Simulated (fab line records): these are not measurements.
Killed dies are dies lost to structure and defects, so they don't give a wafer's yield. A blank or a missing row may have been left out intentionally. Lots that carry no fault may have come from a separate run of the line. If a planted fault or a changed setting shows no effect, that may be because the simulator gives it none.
A struck lot beside a sound one -- flow n5_finfet -- 35 steps out of a route of 1938
Sound: wafers L782.3, L782.4, L782.5. Struck: wafer L786.1 (left out: L786.3, L786.6 of the same lot, which were not struck); the cause appears at the end.
Order at every step that has rows: each side's tool, ch and its chambers, its first start. Under that, the readings that differ: sound wafers -- struck wafers -- difference of the means -- sigmas: that difference in standard deviations of wafers without a fault.
alike: readings whose means differ by less than 2 such deviations, and words and numbers that are the same on both sides. not compared: withheld readings, readings that some wafer has no value for, bounds like >300 that may hide the same value, and numbers for which the record gives no deviation and whose values overlap.
A row with sigmas, a row that says differs or no value, or rows on one side alone: a step with any of these is where the two part. Non-overlapping numbers with no deviation appear without sigmas and do not part them. Lack of a reading on every wafer of one side parts them only where that side has two or more wafers.

first, 11 steps without rows for these wafers: N5_BEOL_M15_ETCH_61 (etches BARC in N2/H2, target depth 89 nm, overetch 26.7 nm, time 67.9 s); N5_BEOL_M15_TRENCH_ETCH_34 (etches SiO2 in C4F8/O2/Ar, target depth 872.93 nm, time 199 s); N5_BEOL_M15_STRIP_36 (strips in O2); N5_BEOL_M15_STRIP_62 (strips in O2); N5_BEOL_M15_STRIP_37 (strips in O2); N5_BEOL_M15_ETCH_38 (etches SiCN in CF4/N2, target depth 106.4 nm, time 120.5 s); N5_BEOL_M15_PRECLEAN_39 (cleans in residue remover, time 60 s); N5_BEOL_M15_SRD_40 (time 30 s, dry time 30 s); N5_BEOL_M15_DEGAS_41 (time 60 s); N5_BEOL_M15_PRE_CLEAN_42 (time 30 s); N5_BEOL_M15_SPUTTER_43 (material TaN, target thk 15 nm, time 24.19 s).
N5_BEOL_M15_SPUTTER_44: material Ta, target thk 15 nm, time 24.19 s.
  struck on pvd_sputter-03, day 16 14:43; sound on pvd_sputter-03, day 14 20:01
  alike: throttle_valve_pct
then, 22 steps without rows for these wafers: N5_BEOL_M15_SPUTTER_45 (material Cu, target thk 100 nm, time 16.67 s); N5_BEOL_M15_ECD_47 (material Cu, target thk 1860 nm); N5_BEOL_M15_ANNEAL_48 (time 90 s); N5_BEOL_M15_CMP_49 (polishes, stops on SiO2, t overpolish 4.9 s, target thk 850 nm); N5_BEOL_M15_PRE_CLEAN_52 (time 15 s); N5_BEOL_M15_DEP_53 (deposits SiCN from 3MS/NH3, target thk 50 nm, time 17.8 s); N5_PASSIVATION_PECVD_00 (deposits SiO2 from SiH4/N2O, target thk 200 nm, time 11.2 s); N5_MIM_BOT_DEGAS_01 (time 60 s); N5_MIM_BOT_SPUTTER_00 (material TiN, target thk 35 nm, time 89.7 s); N5_MIM_TOP_ALD_00 (deposits Al2O3, purge time 3 s, co reactant pulse time 3 s); N5_MIM_TOP_ALD_01 (deposits HfO2, target thk 5.6 nm, pulse time 1 s, purge time 3 s); N5_MIM_TOP_ALD_02 (deposits Al2O3, purge time 3 s, co reactant pulse time 3 s); N5_MIM_TOP_DEGAS_04 (time 60 s); N5_MIM_TOP_SPUTTER_03 (material TiN, target thk 35 nm, time 89.7 s); N5_MIM_TOP_LITHO_HMDS_01 (time 60 s); N5_MIM_TOP_LITHO_COAT_02; N5_MIM_TOP_LITHO_EBR_04; N5_MIM_TOP_LITHO_SOFTBAKE_03 (time 90 s); N5_MIM_TOP_LITHO_EXPOSE_05 (exposes mask MIM TOP, target cd 2000 nm); N5_MIM_TOP_LITHO_PEB_06; N5_MIM_TOP_LITHO_DEVELOP_07 (develop time 60 s); N5_MIM_TOP_LITHO_HARDBAKE_09 (time 120 s).
N5_PASSIVATION_PROBE_49:
  rows exist in the record for the struck wafers here (prober-01, day 17 10:00), but not for the sound ones

== WHERE THEY PART ==
Only at N5_PASSIVATION_PROBE_49, within this record.

WHY: what the simulator had put in
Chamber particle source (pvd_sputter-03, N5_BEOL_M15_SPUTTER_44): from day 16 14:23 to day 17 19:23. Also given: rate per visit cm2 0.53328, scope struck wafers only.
